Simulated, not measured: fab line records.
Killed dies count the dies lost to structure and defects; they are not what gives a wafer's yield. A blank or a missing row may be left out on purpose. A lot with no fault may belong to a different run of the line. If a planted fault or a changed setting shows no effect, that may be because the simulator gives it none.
Chamber matching :: flow n5-finfet :: N5_BEOL_M6_ETCH_72 on rie-diel-01: 4 sister chambers
The step etches underlayer in N2/H2, target depth 6.5 nm, time 5.2 s. 20 wafers are shown with their chamber, then 10 later ones without.

EACH WAFER AND ITS CHAMBER
wafer: L074.2
chamber: 3
drypump-motor-current-A (A): 6.0
showerhead-plenum-p-Torr (Torr): 2.56
throttle-valve-pct (%): 17.9

wafer: L074.3
chamber: 1
drypump-motor-current-A (A): 5.8
showerhead-plenum-p-Torr (Torr): 2.52
throttle-valve-pct (%): 18.6

wafer: L074.4
chamber: 0
drypump-motor-current-A (A): 6.3
showerhead-plenum-p-Torr (Torr): 2.58
throttle-valve-pct (%): 18.0

wafer: L076.2
chamber: 1
drypump-motor-current-A (A): 5.8
showerhead-plenum-p-Torr (Torr): 2.52
throttle-valve-pct (%): 18.7

wafer: L076.3
chamber: 0
drypump-motor-current-A (A): 6.3
showerhead-plenum-p-Torr (Torr): 2.57
throttle-valve-pct (%): 18.0

wafer: L076.6
chamber: 3
drypump-motor-current-A (A): 6.0
showerhead-plenum-p-Torr (Torr): 2.55
throttle-valve-pct (%): 17.9

wafer: L080.1
chamber: 1
drypump-motor-current-A (A): 5.8
showerhead-plenum-p-Torr (Torr): 2.52
throttle-valve-pct (%): 18.6

wafer: L080.3
chamber: 3
drypump-motor-current-A (A): 6.0
showerhead-plenum-p-Torr (Torr): 2.55
throttle-valve-pct (%): 17.9

wafer: L080.4
chamber: 0
drypump-motor-current-A (A): 6.3
showerhead-plenum-p-Torr (Torr): 2.57
throttle-valve-pct (%): 18.0

wafer: L082.1
chamber: 1
drypump-motor-current-A (A): 5.8
showerhead-plenum-p-Torr (Torr): 2.51
throttle-valve-pct (%): 18.7

wafer: L082.3
chamber: 2
drypump-motor-current-A (A): 5.3
showerhead-plenum-p-Torr (Torr): 2.65
throttle-valve-pct (%): 18.1

wafer: L082.4
chamber: 3
drypump-motor-current-A (A): 6.0
showerhead-plenum-p-Torr (Torr): 2.55
throttle-valve-pct (%): 17.9

wafer: L084.2
chamber: 1
drypump-motor-current-A (A): 5.8
showerhead-plenum-p-Torr (Torr): 2.51
throttle-valve-pct (%): 18.7

wafer: L084.3
chamber: 3
drypump-motor-current-A (A): 6.0
showerhead-plenum-p-Torr (Torr): 2.55
throttle-valve-pct (%): 17.9

wafer: L084.6
chamber: 1
drypump-motor-current-A (A): 5.8
showerhead-plenum-p-Torr (Torr): 2.51
throttle-valve-pct (%): 18.7

wafer: L085.2
chamber: 2
drypump-motor-current-A (A): 5.3
showerhead-plenum-p-Torr (Torr): 2.65
throttle-valve-pct (%): 18.0

wafer: L085.4
chamber: 1
drypump-motor-current-A (A): 5.8
showerhead-plenum-p-Torr (Torr): 2.51
throttle-valve-pct (%): 18.7

wafer: L085.5
chamber: 0
drypump-motor-current-A (A): 6.3
showerhead-plenum-p-Torr (Torr): 2.57
throttle-valve-pct (%): 18.1

wafer: L086.2
chamber: 0
drypump-motor-current-A (A): 6.3
showerhead-plenum-p-Torr (Torr): 2.57
throttle-valve-pct (%): 18.1

wafer: L086.3
chamber: 3
drypump-motor-current-A (A): 5.9
showerhead-plenum-p-Torr (Torr): 2.55
throttle-valve-pct (%): 18.0

SIGNATURES (averages over the wafers above)
reading: drypump-motor-current-A
chamber 0: 6.300
chamber 1: 5.800
chamber 2: 5.300
chamber 3: 5.983
scatter within a chamber: 0.0228

reading: showerhead-plenum-p-Torr
chamber 0: 2.5720
chamber 1: 2.5143
chamber 2: 2.6500
chamber 3: 2.5517
scatter within a chamber: 0.00457

reading: throttle-valve-pct
chamber 0: 18.040
chamber 1: 18.671
chamber 2: 18.050
chamber 3: 17.917
scatter within a chamber: 0.0498
Rule: for a wafer and a chamber, the distance is found by dividing, reading by reading, the gap between the wafer's reading and the chamber's mean by the reading's scatter, squaring, summing and taking the root. If the next closest chamber is less than 2 further off than the closest, the wafer can't be placed; otherwise it belongs to the closest. The scatter: the root of (the sum of the squares of (reading less its chamber's mean) over the shown wafers, divided by (wafers less chambers)).

WAFERS WITH NO CHAMBER GIVEN
wafer: L086.6
drypump-motor-current-A (A): 6.0
showerhead-plenum-p-Torr (Torr): 2.55
throttle-valve-pct (%): 17.9

wafer: L091.2
drypump-motor-current-A (A): 5.3
showerhead-plenum-p-Torr (Torr): 2.64
throttle-valve-pct (%): 18.1

wafer: L091.5
drypump-motor-current-A (A): 6.0
showerhead-plenum-p-Torr (Torr): 2.54
throttle-valve-pct (%): 18.0

wafer: L091.6
drypump-motor-current-A (A): 5.3
showerhead-plenum-p-Torr (Torr): 2.64
throttle-valve-pct (%): 18.1

wafer: L092.1
drypump-motor-current-A (A): 5.7
showerhead-plenum-p-Torr (Torr): 2.51
throttle-valve-pct (%): 18.2

wafer: L092.2
drypump-motor-current-A (A): 5.9
showerhead-plenum-p-Torr (Torr): 2.54
throttle-valve-pct (%): 18.0

wafer: L092.4
drypump-motor-current-A (A): 6.3
showerhead-plenum-p-Torr (Torr): 2.56
throttle-valve-pct (%): 18.1

wafer: L096.4
drypump-motor-current-A (A): 5.3
showerhead-plenum-p-Torr (Torr): 2.64
throttle-valve-pct (%): 18.1

wafer: L096.5
drypump-motor-current-A (A): 5.3
showerhead-plenum-p-Torr (Torr): 2.64
throttle-valve-pct (%): 18.1

wafer: L096.6
drypump-motor-current-A (A): 6.0
showerhead-plenum-p-Torr (Torr): 2.54
throttle-valve-pct (%): 18.0

THE CHAMBER EACH PASSED THROUGH
wafer: L086.6
from the rows above: 3
in truth: 3

wafer: L091.2
from the rows above: 2
in truth: 2

wafer: L091.5
from the rows above: 3
in truth: 3

wafer: L091.6
from the rows above: 2
in truth: 2

wafer: L092.1
from the rows above: 1
in truth: 1

wafer: L092.2
from the rows above: 3
in truth: 3

wafer: L092.4
from the rows above: 0
in truth: 0

wafer: L096.4
from the rows above: 2
in truth: 2

wafer: L096.5
from the rows above: 2
in truth: 2

wafer: L096.6
from the rows above: 3
in truth: 3
Placed correctly: 10 of 10. Left unplaced by these rows: 0. Placed wrongly: 0.
